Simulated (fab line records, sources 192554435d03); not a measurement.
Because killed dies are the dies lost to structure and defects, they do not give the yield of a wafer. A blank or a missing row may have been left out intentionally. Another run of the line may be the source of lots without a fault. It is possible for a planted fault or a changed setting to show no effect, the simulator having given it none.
Matching of chambers	flow n5 finfet	4 sister chambers for N5_BEOL_M6_STRIP_67 on rie diel-05
The step strips in CF4. 4 wafers are shown with their chamber, then 8 later ones without.

## WAFERS PAIRED WITH THEIR CHAMBERS
wafer	chamber	throttle valve pct (%)
L079.5	3	13.43
L084.5	2	13.48
L084.6	1	13.77
L085.2	0	13.26

## WAFERS MISSING THEIR CHAMBER
wafer	throttle valve pct (%)
L085.4	13.77
L085.5	13.46
L086.1	13.50
L086.2	13.27
L086.6	13.27
L094.1	13.52
L094.4	13.30
L094.6	13.52

## WHICH CHAMBER EACH ONE RAN IN
wafer	from the rows above	in truth
L085.4	1	1
L085.5	can't be placed: 2 or 3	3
L086.1	can't be placed: 2 or 3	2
L086.2	0	0
L086.6	0	0
L094.1	can't be placed: 2 or 3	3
L094.4	0	0
L094.6	can't be placed: 2 or 3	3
4 of 8 placed correctly. From these rows, 4 cannot be placed; in 4 the true chamber is one of the candidates. Placed wrongly: 0.
How it was worked out, from the rows above alone: a wafer's distance from a chamber is the root of the sum, over the readings, of the square of ((its reading less the chamber's mean) divided by the reading's scatter). If the next closest chamber is less than 2 further off than the closest, the wafer can't be placed; otherwise it belongs to the closest. For every chamber, the mean is computed from those of its wafers that are shown. The scatter: root of mean squared gap, hidden wafer to nearest shown wafer, with one shown wafer a chamber.
